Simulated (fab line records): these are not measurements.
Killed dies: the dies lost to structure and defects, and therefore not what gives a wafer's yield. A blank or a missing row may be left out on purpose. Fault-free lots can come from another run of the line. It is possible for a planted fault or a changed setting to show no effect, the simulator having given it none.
What tool caused it? + flow n5Finfet + 30 wafers from 10 lots sampled at 4 of the route's 1938 steps

WHAT THE GAUGES READ, wafer by wafer
N5_PASSIVATION_OVL_MEAS_63. Usual: PAD_OVL typically reads 2 nm, with standard deviation 5.
| lot  | measured     | on         | PAD_OVL (nm) | flag |
|------|--------------|------------|--------------|------|
| L736 | day 11 10:58 | overlay-02 | -2 -10 -7    |      |
| L737 | day 12 05:35 | overlay-02 | 3 3 5        |      |
| L738 | day 12 06:01 | overlay-02 | 1 -1 -3      |      |
| L739 | day 12 22:06 | overlay-02 | 8 1 5        |      |
| L741 | day 13 04:25 | overlay-01 | 9 5 5        |      |
| L745 | day 14 09:20 | overlay-02 | 11 9 10      |      |
| L749 | day 16 01:28 | overlay-01 | 12 7 7       |      |
| L754 | day 17 00:57 | overlay-01 | -4 2 0       |      |
| L756 | day 17 05:52 | overlay-02 | 1 4 -1       |      |
| L758 | day 18 12:22 | overlay-02 | 5 4 4        |      |

EACH LOT AND THE TOOL THAT RAN IT (in order: tool; ch and the chambers of the sampled wafers; start)
| lot  | N5_BEOL_M5_VIA_ETCH_34            | N5_PASSIVATION_PECVD_00         | N5_MIM_BOT_LITHO_DESCUM_10        |
|------|-----------------------------------|---------------------------------|-----------------------------------|
| L736 | rieDiel-04 ch 1,2, day 7 23:55    | pecvd-02 ch 1,2, day 11 04:00   | rieDiel-06 ch 1,2,3, day 11 07:35 |
| L737 | rieDiel-04 ch 0,1,2, day 8 16:38  | pecvd-01 ch 0,1, day 11 22:52   | rieDiel-06 ch 2,3, day 12 02:25   |
| L738 | rieDiel-01 ch 1,2,3, day 8 17:51  | pecvd-02 ch 0,2, day 11 21:56   | rieDiel-02 ch 1,2,3, day 12 02:20 |
| L739 | rieDiel-01 ch 0,1,2, day 9 07:42  | pecvd-02 ch 0,1, day 12 11:50   | rieDiel-05 ch 0,1,2, day 12 17:12 |
| L741 | rieDiel-04 ch 0,1,2, day 9 16:58  | pecvd-02 ch 0,2, day 12 19:41   | rieDiel-06 ch 0,3, day 12 23:57   |
| L745 | rieDiel-04 ch 2,3, day 10 15:06   | pecvd-04 ch 0,1, day 14 02:26   | rieDiel-02 ch 1,2,3, day 14 05:59 |
| L749 | rieDiel-01 ch 2,3, day 12 06:26   | pecvd-01 ch 0,2, day 15 15:44   | rieDiel-05 ch 1,2, day 15 20:17   |
| L754 | rieDiel-03 ch 0,1,3, day 13 03:04 | pecvd-04 ch 0,1,2, day 16 16:55 | rieDiel-02 ch 0,1,2, day 16 21:10 |
| L756 | rieDiel-03 ch 0,1,2, day 13 11:52 | pecvd-01 ch 0,1, day 16 23:16   | rieDiel-05 ch 1,2,3, day 17 02:28 |
| L758 | rieDiel-01 ch 1,2,3, day 14 02:41 | pecvd-01 ch 0,1,2, day 18 06:04 | rieDiel-02 ch 0,2, day 18 08:31   |
- N5_BEOL_M5_VIA_ETCH_34: etches SiCOH lowk in C4F6/O2, target depth 88.3 nm, time 39.2 s.
- N5_PASSIVATION_PECVD_00: deposits SiO2 from SiH4/N2O, target thk 200 nm, time 11.2 s.
- N5_MIM_BOT_LITHO_DESCUM_10: chemistry O2, time 7.9 s.

AS READ BY THE TOOLS THEMSELVES (means over the sampled wafers that have a number; for cases with no such wafer, the mark the record gives instead)
N5_BEOL_M5_VIA_ETCH_34. Usual: drypumpMotorCurrentA 5.6 A, standard deviation 0.43; oes_f_703_au 0.82 a.u., standard deviation 0.087; oesProductAu 0.81 a.u., standard deviation 0.094; rfVppV 663 V, standard deviation 13; showerheadPlenumPTorr 2.80 Torr, standard deviation 0.098; throttleValvePct 20.69 %, standard deviation 0.19.
| lot  | tool       | drypumpMotorCurrentA (A) | oes_f_703_au (a.u.) | oesProductAu (a.u.) | rfVppV (V) | showerheadPlenumPTorr (Torr) | throttleValvePct (%) | flag |
|------|------------|--------------------------|---------------------|---------------------|------------|------------------------------|----------------------|------|
| L736 | rieDiel-04 | 6.0                      | 0.83                | 0.85                | 665        | 2.82                         | 20.54                |      |
| L737 | rieDiel-04 | 5.9                      | 0.78                | 0.77                | 662        | 2.77                         | 20.71                |      |
| L738 | rieDiel-01 | 5.5                      | 0.80                | 0.80                | 666        | 2.83                         | 20.72                |      |
| L739 | rieDiel-01 | 5.3                      | 0.87                | 0.85                | 658        | 2.78                         | 20.67                |      |
| L741 | rieDiel-04 | 5.9                      | 0.77                | 0.77                | 662        | 2.77                         | 20.73                |      |
| L745 | rieDiel-04 | 5.5                      | 0.76                | 0.74                | 658        | 2.78                         | 20.72                |      |
| L749 | rieDiel-01 | 5.3                      | 0.75                | 0.75                | 674        | 2.81                         | 20.80                |      |
| L754 | rieDiel-03 | 6.0                      | 0.93                | 0.94                | 657        | 2.83                         | 20.69                |      |
| L756 | rieDiel-03 | 5.8                      | 0.89                | 0.89                | 673        | 2.85                         | 20.60                |      |
| L758 | rieDiel-01 | 5.5                      | 0.76                | 0.76                | 665        | 2.82                         | 20.77                |      |

N5_PASSIVATION_PECVD_00. Usual: heaterPowerW 630 W, standard deviation 61; showerheadPlenumPTorr 8.15 Torr, standard deviation 0.11; throttleValvePct 51.0 %, standard deviation 1.6.
| lot  | tool     | heaterPowerW (W) | showerheadPlenumPTorr (Torr) | throttleValvePct (%) | flag |
|------|----------|------------------|------------------------------|----------------------|------|
| L736 | pecvd-02 | 647              | 8.11                         | 49.5                 |      |
| L737 | pecvd-01 | 702              | 8.14                         | 52.0                 |      |
| L738 | pecvd-02 | 598              | 8.17                         | 49.3                 |      |
| L739 | pecvd-02 | 579              | 8.08                         | 50.0                 |      |
| L741 | pecvd-02 | 585              | 8.16                         | 49.5                 |      |
| L745 | pecvd-04 | 614              | 8.02                         | 51.7                 |      |
| L749 | pecvd-01 | 680              | 8.18                         | 51.0                 |      |
| L754 | pecvd-04 | 591              | 8.10                         | 51.9                 |      |
| L756 | pecvd-01 | 720              | 8.16                         | 53.0                 |      |
| L758 | pecvd-01 | 667              | 8.19                         | 52.1                 |      |

N5_MIM_BOT_LITHO_DESCUM_10. Usual: drypumpMotorCurrentA 5.6 A, standard deviation 0.53; oesProductAu 0.80 a.u., standard deviation 0.077; rfVppV 243.2 V, standard deviation 1.4; showerheadPlenumPTorr 2.10 Torr, standard deviation 0.079; throttleValvePct 20.30 %, standard deviation 0.28.
| lot  | tool       | drypumpMotorCurrentA (A) | oesProductAu (a.u.) | rfVppV (V) | showerheadPlenumPTorr (Torr) | throttleValvePct (%) | flag |
|------|------------|--------------------------|---------------------|------------|------------------------------|----------------------|------|
| L736 | rieDiel-06 | 6.0                      | 0.77                | 242.0      | 2.07                         | 20.69                |      |
| L737 | rieDiel-06 | 6.6                      | 0.69                | 243.7      | 2.12                         | 20.96                |      |
| L738 | rieDiel-02 | 5.7                      | 0.77                | 243.4      | 2.16                         | 20.30                |      |
| L739 | rieDiel-05 | 5.3                      | 0.78                | 242.5      | 2.05                         | 20.15                |      |
| L741 | rieDiel-06 | 6.1                      | 0.74                | 244.5      | 2.18                         | 20.63                |      |
| L745 | rieDiel-02 | 5.7                      | 0.83                | 243.6      | 2.15                         | 20.22                |      |
| L749 | rieDiel-05 | 5.1                      | 0.78                | 242.9      | 2.05                         | 20.06                |      |
| L754 | rieDiel-02 | 5.6                      | 0.80                | 243.3      | 2.12                         | 20.25                |      |
| L756 | rieDiel-05 | 5.3                      | 0.79                | 242.4      | 2.05                         | 20.18                |      |
| L758 | rieDiel-02 | 5.6                      | 0.77                | 242.7      | 2.08                         | 20.21                |      |

THE ANSWER, worked out from the rows above alone
Rule: a lot is off if the mean of its wafers that have a number lies more than 3 standard deviations from the usual mean. Also off: a lot with no number at a reading for which 4 or more lots have one. The other lots that the step has rows for count as sound. The gauges are gone through in route order, then the tools' own readings, and for those a lot's mean is taken as printed above. The first step at which some lot is off is used, and at that step the reading that is off furthest; a lot without a number counts as furthest.
No lot is off at any reading shown: from this, nothing can be told.

WHAT WAS PUT IN BY THE SIMULATOR
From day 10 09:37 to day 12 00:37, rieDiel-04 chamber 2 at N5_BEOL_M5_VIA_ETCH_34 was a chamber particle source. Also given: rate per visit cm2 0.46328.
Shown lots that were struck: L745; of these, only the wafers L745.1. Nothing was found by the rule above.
